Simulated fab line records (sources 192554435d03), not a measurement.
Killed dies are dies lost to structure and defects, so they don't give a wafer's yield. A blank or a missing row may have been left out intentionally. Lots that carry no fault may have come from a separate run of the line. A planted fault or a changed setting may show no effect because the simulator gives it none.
fab line records	flow n5-finfet
record lots=7	wafers=39
route steps=1938 shown BEOL_M0_SAQP@676 BEOL_M0_CUTY@711 BEOL_M0@715 BEOL_M2@890
start-h: the number of hours between the record's first day and the start of the first shown wafer of the lot	wait-h: hours since the lot's step before	" identical to the entry in the row above	L1.1+2: one row covering several wafers at once	- value missing, or start not given	* or withheld: withheld	< > ~ a bound
route shown NAME@n: NAME is a module with steps in the file, n the number in the route of the first one	usual: mean and standard deviation over wafers with no fault	same: alike in all rows	chamber/n: place in a boat	sites: each site's reading	_std_site: standard deviation of those values	_edge_site: outer sites' mean less inner sites'	radius-mm: for every site, how far away it sits from the centre of the wafer	mask NAME#n: copy n	behind: the most recent tool/chamber to have shaped the wafer	hold: the reason the lot was held/the length of the hold in hours/how it ended	device: names the non-switching transistor (n, p or np)	end of line: the same wafers' tests at the end of the route	a step given without rows: its recipe and nothing more	killed: dies that structure and defects cost at the first sort, which is not the same as the wafer's yield	map: a wafer's dies, marking killed ones x, the rest . and places with no die _
set.NAME: the setting that was run; set.NAME@STEP: the one run at that earlier step	model.NAME: the simulator's own value behind a step, which no gauge read
lots with deliberately changed settings; one table per step, one row per wafer
## steps
# step N5_BEOL_M0_SAQP_SPACER2_ALD_26
# recipe material=SiO2	target-thk-a=150	temp-c=300	ald-precursor-family=BDEAS	ald-co-reactant=O2-plasma	pulse-time-s=1	purge-time-s=2	co-reactant-purge-time-s=2	pressure-torr=2
lot.wafer	tool	chamber	start-h	wait-h	set.target-thk-a	model.SiO2_of_BEOL_M0_SAQP_SPACER2_ALD_26.thk-nm
L076.1	ald-sin-03	0	142.67	1.9	150	15
L076.4+6	"	1,2	"	"	150	15.2
L078.1+2+4+5+6	ald-sin-03	1,2,0,2,1	143.20	2.1	150	15
L078.3	"	3	"	"	150	14.8
L082.1+3+4+5+6	ald-sin-03	3,2,0,3,2	164.38	0.1	150	15
L082.2	"	1	"	"	150	15.2
L089.1+5+6	ald-sin-02	2,3,0	209.69	0.1	150	15
L089.2+3	"	3,1	"	"	80.44	8
L089.4	"	0	"	"	80.44	7.8
L094.1+2+3+4+5+6	ald-sin-03	2,3,1,0,1,0	235.59	0.1	150	15
L095.1+3+6	ald-sin-03	3,2,2	241.35	0.5	207.8	20.8
L095.2+4+5	"	1,0,1	"	"	150	15
L097.1+3+5	ald-sin-03	3,0,2	250.54	0.1	150	15
L097.2+4+6	"	1,2,1	"	"	180.3	18
# step N5_BEOL_M0_SAQP_SPACER2_ETCHBACK_27
# recipe chemistry=CHF3/O2	mode=anisotropic-etchback	target=SiO2	target-depth-a=225	time-s=11.25	pressure-mtorr=30	source-w=650	bias-w=170	Ar_flow_sccm=200	CHF3_flow_sccm=50	O2_flow_sccm=5	ion-energy-ev=200
# step N5_BEOL_M0_SAQP_MANDREL2_REMOVE_110
# recipe chemistry=HBr/Cl2/O2	bt-time-s=10	target=a-Si	stop-on=SiCN	endpoint=OES-SiCl	over-etch-frac=1	icp-w=600	bias-w=30	HBr_flow_sccm=150	Cl2_flow_sccm=80	O2_flow_sccm=5	pressure-mtorr=10
lot.wafer	tool	chamber	start-h	wait-h	set.target-thk-a@BEOL_M0_SAQP_SPACER2_ALD_26	model.BEOL_M0_SAQP.cd-nm
L076.1+4+6	rie-si-02	2,3,0	143.46	0.1	150	15.2
L078.1+3	rie-si-06	1,2	143.85	0.1	150	15
L078.2+5+6	"	3,2,3	"	"	150	15.2
L078.4	"	1	"	"	150	14.8
L082.1+3+4+6	rie-si-03	1,0,2,1	165.01	0.1	150	15
L082.2	"	2	"	"	150	15.2
L082.5	"	0	"	"	150	14.8
L089.1+5	rie-si-02	1,3	210.33	0.1	150	14.8
L089.2+3	"	2,0	"	"	80.44	8.2
L089.4	"	3	"	"	80.44	7.8
L089.6	"	2	"	"	150	15
L094.1+2+3+5	rie-si-03	2,1,3,1	236.23	0.1	150	15
L094.4+6	"	0	"	"	150	14.8
L095.1+6	rie-si-02	1,3	242.00	0.1	207.8	20.8
L095.2+4	"	0,3	"	"	150	15
L095.3	"	2	"	"	207.8	21
L095.5	"	2	"	"	150	15.4
L097.1	rie-si-02	1	251.18	0.1	150	14.8
L097.2+6	"	3	"	"	180.3	18
L097.3+5	"	2	"	"	150	15.2
L097.4	"	0	"	"	180.3	18.2
# step N5_BEOL_M0_SAQP_CD_MEAS_29
# recipe target-cd-nm=14.4	landing-energy-ev=1000	detector=se-inlens
# usual cd-nm=15.09/0.26
lot.wafer	tool	chamber	start-h	wait-h	set.target-thk-a@BEOL_M0_SAQP_SPACER2_ALD_26	cd-nm
L076.1	cd-sem-03	0	143.57	0.1	150	15.53
L076.4	"	0	"	"	150	15.17
L076.6	"	0	"	"	150	15.46
L078.1	cd-sem-03	0	143.96	0.1	150	14.91
L078.2	"	0	"	"	150	15.40
L078.3	"	0	"	"	150	14.79
L078.4	"	0	"	"	150	14.73
L078.5	"	0	"	"	150	14.73
L078.6	"	0	"	"	150	15.20
L082.1	cd-sem-01	0	165.12	0.1	150	14.77
L082.2	"	0	"	"	150	15.09
L082.3	"	0	"	"	150	14.92
L082.4	"	0	"	"	150	15.27
L082.5	"	0	"	"	150	14.92
L082.6	"	0	"	"	150	15.32
L089.1	cd-sem-03	0	210.44	0.1	150	14.74
L089.2	"	0	"	"	80.44	8.17
L089.3	"	0	"	"	80.44	8.32
L089.4	"	0	"	"	80.44	7.83
L089.5	"	0	"	"	150	14.49
L089.6	"	0	"	"	150	15.17
L094.1	cd-sem-02	0	236.34	0.1	150	14.95
L094.2	"	0	"	"	150	14.87
L094.3	"	0	"	"	150	14.77
L094.4	"	0	"	"	150	14.62
L094.5	"	0	"	"	150	15.14
L094.6	"	0	"	"	150	14.48
L095.1	cd-sem-03	0	242.11	0.1	207.8	20.83
L095.2	"	0	"	"	150	14.74
L095.3	"	0	"	"	207.8	21.40
L095.4	"	0	"	"	150	14.86
L095.5	"	0	"	"	150	15.49
L095.6	"	0	"	"	207.8	20.70
L097.1	cd-sem-02	0	251.29	0.1	150	14.89
L097.2	"	0	"	"	180.3	17.92
L097.3	"	0	"	"	150	15.59
L097.4	"	0	"	"	180.3	17.88
L097.5	"	0	"	"	150	15.14
L097.6	"	0	"	"	180.3	17.89
# step N5_BEOL_M0_SAQP_COAT_69
# recipe resist=SOC	temp-c=250	time-s=60	spin-rpm=1500	resist-thk-nm=90
# step N5_BEOL_M0_SAQP_COAT_72
# recipe resist=SiARC	temp-c=220	time-s=60	spin-rpm=1500	resist-thk-nm=15
# step N5_BEOL_M0_CUTY_DESCUM_61
# recipe chemistry=O2	time-s=7.9	source-power-w=50	bias-power-w=20	pressure-mtorr=20	rf-frequency-hz=2.712e+07	temp-c=40	resist=CAR-ArF-block	o2-flow-sccm=225
# step N5_BEOL_M0_CUTY_ETCH_62
# recipe chemistry=CF4	target=SiARC	mask-material=CAR-ArF-block	time-s=58.5	ion-energy-ev=80	pressure-mtorr=40	source-w=545	bias-w=36	Ar_flow_sccm=100	cf4-flow-sccm=100	ends=cleared
# step N5_BEOL_M0_CUTY_ETCH_63
# recipe chemistry=N2/H2	target=SOC	target-depth-a=827	overetch-a=165	mask-material=SiARC	temp-c=40	ion-energy-ev=200	time-s=124	pressure-mtorr=30	source-w=840	bias-w=150	n2-flow-sccm=200	h2-flow-sccm=200
lot.wafer	tool	chamber	start-h	wait-h	set.target-thk-a@BEOL_M0_SAQP_SPACER2_ALD_26	model.SiO2_of_BEOL_M0_SAQP_SPACER2_ALD_26.thk-nm
L076.1+6	rie-diel-03	3,0	146.21	0.0	150	7.2
L076.4	"	2	"	"	150	7.4
L078.1+2+4+5+6	rie-diel-03	1,0,2,0,3	146.86	0.0	150	7.2
L078.3	"	3	"	"	150	7
L082.1+4+5+6	rie-diel-06	1,2,3,0	167.53	0.0	150	7.2
L082.2	"	3	"	"	150	7.4
L082.3	"	0	"	"	150	7
L089.1+6	rie-diel-03	1,3	212.36	0.0	150	7.2
L089.2+3	"	3,0	"	"	80.44	1.8
L089.4	"	2	"	"	80.44	1.6
L089.5	"	0	"	"	150	7
L094.1+2+3+5+6	rie-diel-06	0,2,3,3,2	239.21	0.0	150	7.2
L094.4	"	0	"	"	150	7
L095.1+3+6	rie-diel-03	3,2,0	244.34	0.0	207.8	13
L095.2	"	0	"	"	150	7
L095.4+5	"	1	"	"	150	7.2
L097.1+5	rie-diel-01	2,3	253.09	0.0	150	7
L097.2	"	3	"	"	180.3	10
L097.3	"	0	"	"	150	7.4
L097.4+6	"	1,2	"	"	180.3	10.2
# step N5_BEOL_M0_CUTY_STRIP_64
# recipe chemistry=N2/H2	temp-c=40	n2-flow-sccm=200	h2-flow-sccm=200	rf-frequency-hz=6e+07
# step N5_BEOL_M0_ETCH_138
# recipe chemistry=CH3F/O2	target-depth-a=120	target=SiCN	time-s=31.6	ion-energy-ev=120	pressure-mtorr=30	source-w=395	bias-w=75	Ar_flow_sccm=150	CH3F_flow_sccm=30	O2_flow_sccm=20	ends=cleared
lot.wafer	tool	chamber	start-h	wait-h	set.target-thk-a@BEOL_M0_SAQP_SPACER2_ALD_26	model.SiO2_of_BEOL_M0_SAQP_SPACER2_ALD_26.thk-nm
L076.1+6	rie-diel-03	3,0	146.33	0.0	150	5.2
L076.4	"	2	"	"	150	5.4
L078.1+2+6	rie-diel-03	1,0,3	146.99	0.0	150	5.2
L078.3	"	3	"	"	150	4.8
L078.4+5	"	2,0	"	"	150	5
L082.1+4+5+6	rie-diel-06	1,2,3,0	167.66	0.0	150	5.2
L082.2	"	3	"	"	150	5.4
L082.3	"	0	"	"	150	5
L089.1+5+6	rie-diel-03	1,0,3	212.49	0.0	150	5.2
L089.2+3+4	"	3,0,2	"	"	80.44	0.8
L094.1+3+5	rie-diel-06	0,3,3	239.34	0.0	150	5.2
L094.2+6	"	2	"	"	150	5.4
L094.4	"	0	"	"	150	5
L095.1+3+6	rie-diel-03	3,2,0	244.46	0.0	207.8	11
L095.2	"	0	"	"	150	5
L095.4+5	"	1	"	"	150	5.2
L097.1	rie-diel-01	2	253.21	0.0	150	5.2
L097.2	"	3	"	"	180.3	8
L097.3	"	0	"	"	150	5.4
L097.4+6	"	1,2	"	"	180.3	8.2
L097.5	"	3	"	"	150	4.8
# step N5_BEOL_M0_HM_OPEN_105
# recipe chemistry=Cl2/BCl3	target-depth-a=120	target=TiN	ion-energy-ev=150	pressure-mtorr=10	icp-w=1000	bias-w=126	Cl2_flow_sccm=53.25	bcl3-flow-sccm=21.75	Ar_flow_sccm=25
lot.wafer	tool	chamber	start-h	wait-h	set.target-thk-a@BEOL_M0_SAQP_SPACER2_ALD_26	model.SiO2_of_BEOL_M0_SAQP_SPACER2_ALD_26.thk-nm
L076.1+4+6	rie-metal-01	0	146.91	0.5	150	2.8
L078.1+6	rie-metal-03	0	147.19	0.2	150	2.6
L078.2+4+5	"	1	"	"	150	2.8
L078.3	"	0	"	"	150	2.4
L082.1+5	rie-metal-03	0,1	169.15	1.5	150	2.8
L082.2+4	"	1	"	"	150	3
L082.3+6	"	0	"	"	150	2.6
L089.1+5+6	rie-metal-02	1,1,0	213.57	1.0	150	2.8
L089.2+3+4	"	0,1,0	"	"	80.44	0.4
L094.1+2+3+6	rie-metal-01	0	240.98	1.6	150	2.8
L094.4+5	"	0	"	"	150	2.6
L095.1+6	rie-metal-03	0	248.68	4.2	207.8	8.4
L095.2	"	1	"	"	150	2.6
L095.3	"	1	"	"	207.8	8.6
L095.4+5	"	0,1	"	"	150	2.8
L097.1	rie-metal-01	0	255.41	2.2	150	2.6
L097.2	"	0	"	"	180.3	5.6
L097.3	"	0	"	"	150	3
L097.4+6	"	0	"	"	180.3	5.8
L097.5	"	0	"	"	150	2.4
# step N5_BEOL_M2_TRENCH_ETCH_37
# recipe chemistry=C4F6/O2	target-depth-a=555.55	target=SiOC	time-s=29.2	ion-energy-ev=250	pressure-mtorr=30	source-w=355	bias-w=185	Ar_flow_sccm=300	C4F6_flow_sccm=10	O2_flow_sccm=10
lot.wafer	tool	chamber	start-h	wait-h	set.target-depth-a	model.etch.depth-nm	model.BEOL_M2.feature-depth-nm
L078.1	rie-diel-06	1	-	-	862	83.38	83.4
L078.2	"	0	"	"	555.55	56.34	56.4
L078.3	"	2	"	"	555.55	53.25	53.2
L078.4	"	3	"	"	555.55	53.44	53.4
L078.5	"	3	"	"	862	83.24	83.2
L078.6	"	2	"	"	862	82.68	82.6
L076.1	rie-diel-03	0	-	-	555.55	55.59	55.6
L076.4	"	1	"	"	555.55	54.24	54.2
L076.6	"	3	"	"	555.55	55.81	55.8
L082.1	rie-diel-01	2	-	-	718.7	72.76	72.8
L082.2	"	1	"	"	555.55	54.67	54.6
L082.3	"	0	"	"	555.55	53.01	53
L082.4	"	3	"	"	718.7	74.12	74.2
L082.5	"	0	"	"	718.7	68.83	68.8
L082.6	"	1	"	"	555.55	54.49	54.4
L089.1	rie-diel-06	3	-	-	436	42.25	42.2
L089.2	"	0	"	"	436	44.28	44.2
L089.3	"	2	"	"	555.55	52.82	52.8
L089.4	"	2	"	"	436	41.53	41.6
L089.5	"	0	"	"	555.55	56.52	56.6
L089.6	"	3	"	"	555.55	53.14	53.2
L094.1	rie-diel-01	0	-	-	555.55	52.98	53
L094.2	"	1	"	"	555.55	54.3	54.4
L094.3	"	2	"	"	692.3	69.42	69.4
L094.4	"	0	"	"	555.55	53.1	53.2
L094.5	"	1	"	"	692.3	68.16	68.2
L094.6	"	2	"	"	692.3	69.76	69.8
L095.1	rie-diel-06	1	-	-	384.6	39.84	39.8
L095.2	"	2	"	"	555.55	53.38	53.4
L095.3	"	3	"	"	384.6	37.05	37
L095.4	"	0	"	"	384.6	39.45	39.4
L095.5	"	1	"	"	555.55	57.91	58
L095.6	"	2	"	"	555.55	53.44	53.4
L097.1	rie-diel-06	3	-	-	431.5	41.49	41.4
L097.2	"	1	"	"	555.55	57.03	57
L097.3	"	2	"	"	431.5	41.22	41.2
L097.4	"	0	"	"	431.5	43.75	43.8
L097.5	"	0	"	"	555.55	56.47	56.4
L097.6	"	1	"	"	555.55	56.5	56.6
# step N5_BEOL_M2_ETCH_41
# recipe chemistry=CH3F/O2	target=SiCN	target-depth-a=299	taper-deg=2	time-s=52.5	ion-energy-ev=120	mask-material=TiN	pressure-mtorr=30	source-w=395	bias-w=75	Ar_flow_sccm=150	CH3F_flow_sccm=30	O2_flow_sccm=20
# step N5_BEOL_M2_STRIP_97
# recipe chemistry=N2/H2	time-s=10	power-w=450	temp-c=40	pressure-mtorr=20	rf-frequency-hz=6e+07	bias-power-w=7	n2-flow-sccm=200	h2-flow-sccm=200
# step N5_BEOL_M2_OCD_MEAS_38
# usual trench-depth-nm=55.0/1.3
lot.wafer	tool	chamber	start-h	wait-h	set.target-depth-a@BEOL_M2_TRENCH_ETCH_37	trench-depth-nm
L078.1	ocd-02	-	171.18	-	862	83.6
L078.2	"	-	"	"	555.55	56.7
L078.3	"	-	"	"	555.55	53.9
L078.4	"	-	"	"	555.55	53.5
L078.5	"	-	"	"	862	83.3
L078.6	"	-	"	"	862	82.5
L076.1	ocd-01	-	171.85	-	555.55	54.9
L076.4	"	-	"	"	555.55	54.9
L076.6	"	-	"	"	555.55	55.8
L082.1	ocd-02	-	187.65	-	718.7	73.1
L082.2	"	-	"	"	555.55	54.3
L082.3	"	-	"	"	555.55	52.9
L082.4	"	-	"	"	718.7	74.0
L082.5	"	-	"	"	718.7	68.7
L082.6	"	-	"	"	555.55	54.2
L089.1	ocd-01	-	238.19	-	436	42.0
L089.2	"	-	"	"	436	44.5
L089.3	"	-	"	"	555.55	53.2
L089.4	"	-	"	"	436	41.1
L089.5	"	-	"	"	555.55	56.9
L089.6	"	-	"	"	555.55	53.1
L094.1	ocd-02	-	256.05	-	555.55	52.9
L094.2	"	-	"	"	555.55	54.5
L094.3	"	-	"	"	692.3	69.2
L094.4	"	-	"	"	555.55	52.9
L094.5	"	-	"	"	692.3	68.2
L094.6	"	-	"	"	692.3	69.9
L095.1	ocd-02	-	281.82	-	384.6	39.8
L095.2	"	-	"	"	555.55	53.2
L095.3	"	-	"	"	384.6	36.5
L095.4	"	-	"	"	384.6	38.9
L095.5	"	-	"	"	555.55	57.5
L095.6	"	-	"	"	555.55	53.4
L097.1	ocd-01	-	290.26	-	431.5	41.7
L097.2	"	-	"	"	555.55	57.3
L097.3	"	-	"	"	431.5	41.2
L097.4	"	-	"	"	431.5	44.2
L097.5	"	-	"	"	555.55	56.3
L097.6	"	-	"	"	555.55	56.4
# step N5_BEOL_M2_HM_STRIP_39
# recipe chemistry=peroxide-tin-strip	material=TiN	target-depth-a=250	temp-c=50	time-s=158
# step N5_BEOL_M2_SRD_40
# recipe time-s=30	temp-c=23	rinse-liquid=diw	dry=ipa-marangoni
# step N5_BEOL_M2_ECD_50
# recipe material=Cu	target-thk-a=3000
# step N5_BEOL_M2_ANNEAL_51
# recipe temp-c=225	time-s=90	ambient=N2
# step N5_BEOL_M2_CMP_52
# recipe stop-on=SiOC	t-overpolish-s=6.8	down-force-psi=1	platen-rpm=50	clearing-platen-down-force-psi=1.5	clearing-platen-rpm=50	post-cmp-clean=cu-alkaline	target-thk-nm=40	clearing-platen-pad-velocity-m-s=0.99484	pad-velocity-m-s=0.99484
lot.wafer	tool	chamber	start-h	wait-h	set.target-depth-a@BEOL_M2_TRENCH_ETCH_37	model.Cu_of_BEOL_M2_ECD_50.thk-nm
L078.1	cmp-02	2	174.80	0.3	862	68.4
L078.2	"	3	"	"	555.55	42.2
L078.4	"	0	"	"	555.55	36.4
L078.3	"	1	"	"	555.55	37
L078.5	"	2	"	"	862	67.2
L078.6	"	3	"	"	862	67.6
L076.4	cmp-01	2	175.06	0.2	555.55	37.4
L076.1	"	3	"	"	555.55	39.2
L076.6	"	0	"	"	555.55	41.2
L082.2	cmp-02	1	191.43	0.2	555.55	40
L082.1+4	"	2,0	"	"	718.7	57.2
L082.3	"	3	"	"	555.55	38.6
L082.5	"	1	"	"	718.7	53.6
L082.6	"	2	"	"	555.55	39.4
L089.2	cmp-01	0	241.80	0.4	436	28.6
L089.3	"	1	"	"	555.55	38.2
L089.1	"	2	"	"	436	26.2
L089.4	"	3	"	"	436	26.8
L089.5	"	0	"	"	555.55	41
L089.6	"	1	"	"	555.55	37.8
L094.2	cmp-01	1	259.84	0.2	555.55	40.4
L094.3	"	2	"	"	692.3	54.2
L094.1	"	3	"	"	555.55	37.2
L094.4	"	0	"	"	555.55	39.2
L094.6	"	1	"	"	692.3	54.8
L094.5	"	2	"	"	692.3	52.8
L095.1	cmp-01	2	285.35	0.3	384.6	24
L095.3	"	3	"	"	384.6	19.8
L095.2	"	0	"	"	555.55	38.6
L095.4	"	1	"	"	384.6	24.6
L095.5	"	2	"	"	555.55	41.6
L095.6	"	3	"	"	555.55	37
L097.3+1	cmp-02	3,1	296.66	0.2	431.5	26.8
L097.2	"	0	"	"	555.55	40.2
L097.4	"	2	"	"	431.5	29.2
L097.5	"	3	"	"	555.55	43
L097.6	"	0	"	"	555.55	39.8
# step N5_BEOL_M2_THK_MEAS_53
# recipe thk-meas-gauge=xrf	reads=Cu_of_BEOL_M2_ECD_50
# usual M2_THK=39.9/1.7
lot.wafer	tool	chamber	start-h	wait-h	set.target-depth-a@BEOL_M2_TRENCH_ETCH_37	M2_THK[nm]
L078.1	film-metro-02	-	175.10	-	862	69.2
L078.2	"	-	"	"	555.55	42.5
L078.3	"	-	"	"	555.55	37.2
L078.4	"	-	"	"	555.55	36.6
L078.5	"	-	"	"	862	67.8
L078.6	"	-	"	"	862	68.1
L076.1	film-metro-02	-	175.28	-	555.55	39.1
L076.4	"	-	"	"	555.55	37.6
L076.6	"	-	"	"	555.55	41.2
L082.1	film-metro-02	-	191.72	-	718.7	57.6
L082.2	"	-	"	"	555.55	40.3
L082.3	"	-	"	"	555.55	38.6
L082.4	"	-	"	"	718.7	57.6
L082.5	"	-	"	"	718.7	54.0
L082.6	"	-	"	"	555.55	39.3
L089.1	film-metro-01	-	242.09	-	436	26.6
L089.2	"	-	"	"	436	29.0
L089.3	"	-	"	"	555.55	38.7
L089.4	"	-	"	"	436	27.2
L089.5	"	-	"	"	555.55	41.5
L089.6	"	-	"	"	555.55	38.2
L094.1	film-metro-02	-	260.13	-	555.55	37.4
L094.2	"	-	"	"	555.55	40.6
L094.3	"	-	"	"	692.3	55.1
L094.4	"	-	"	"	555.55	39.5
L094.5	"	-	"	"	692.3	53.3
L094.6	"	-	"	"	692.3	55.1
L095.1	film-metro-02	-	285.64	-	384.6	24.5
L095.2	"	-	"	"	555.55	39.5
L095.3	"	-	"	"	384.6	20.0
L095.4	"	-	"	"	384.6	25.1
L095.5	"	-	"	"	555.55	42.7
L095.6	"	-	"	"	555.55	37.6
L097.1	film-metro-02	-	296.95	-	431.5	27.3
L097.2	"	-	"	"	555.55	40.9
L097.3	"	-	"	"	431.5	27.3
L097.4	"	-	"	"	431.5	29.6
L097.5	"	-	"	"	555.55	43.6
L097.6	"	-	"	"	555.55	40.6
## key
split step=N5_BEOL_M0_SAQP_SPACER2_ALD_26	setting=target-thk-a	stated=150	by=wafer
response step=N5_BEOL_M0_SAQP_SPACER2_ALD_26	reading=model.SiO2_of_BEOL_M0_SAQP_SPACER2_ALD_26.thk-nm	change=+0.151	per=1%	r=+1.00
response step=N5_BEOL_M0_SAQP_MANDREL2_REMOVE_110	reading=model.BEOL_M0_SAQP.cd-nm	change=+0.148	per=1%	r=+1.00
response step=N5_BEOL_M0_SAQP_CD_MEAS_29	reading=cd-nm	change=+0.147	per=1%	r=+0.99
response step=N5_BEOL_M0_CUTY_ETCH_63	reading=model.SiO2_of_BEOL_M0_SAQP_SPACER2_ALD_26.thk-nm	change=+0.133	per=1%	r=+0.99
response step=N5_BEOL_M0_ETCH_138	reading=model.SiO2_of_BEOL_M0_SAQP_SPACER2_ALD_26.thk-nm	change=+0.121	per=1%	r=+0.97
response step=N5_BEOL_M0_HM_OPEN_105	reading=model.SiO2_of_BEOL_M0_SAQP_SPACER2_ALD_26.thk-nm	change=+0.0975	per=1%	r=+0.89
split step=N5_BEOL_M2_TRENCH_ETCH_37	setting=target-depth-a	stated=555.55	by=wafer
response step=N5_BEOL_M2_TRENCH_ETCH_37	reading=model.etch.depth-nm	change=+0.555	per=1%	r=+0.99
response step=N5_BEOL_M2_TRENCH_ETCH_37	reading=model.BEOL_M2.feature-depth-nm	change=+0.556	per=1%	r=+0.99
response step=N5_BEOL_M2_OCD_MEAS_38	reading=trench-depth-nm	change=+0.555	per=1%	r=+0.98
response step=N5_BEOL_M2_CMP_52	reading=model.Cu_of_BEOL_M2_ECD_50.thk-nm	change=+0.549	per=1%	r=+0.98
response step=N5_BEOL_M2_THK_MEAS_53	reading=M2_THK	change=+0.558	per=1%	r=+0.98
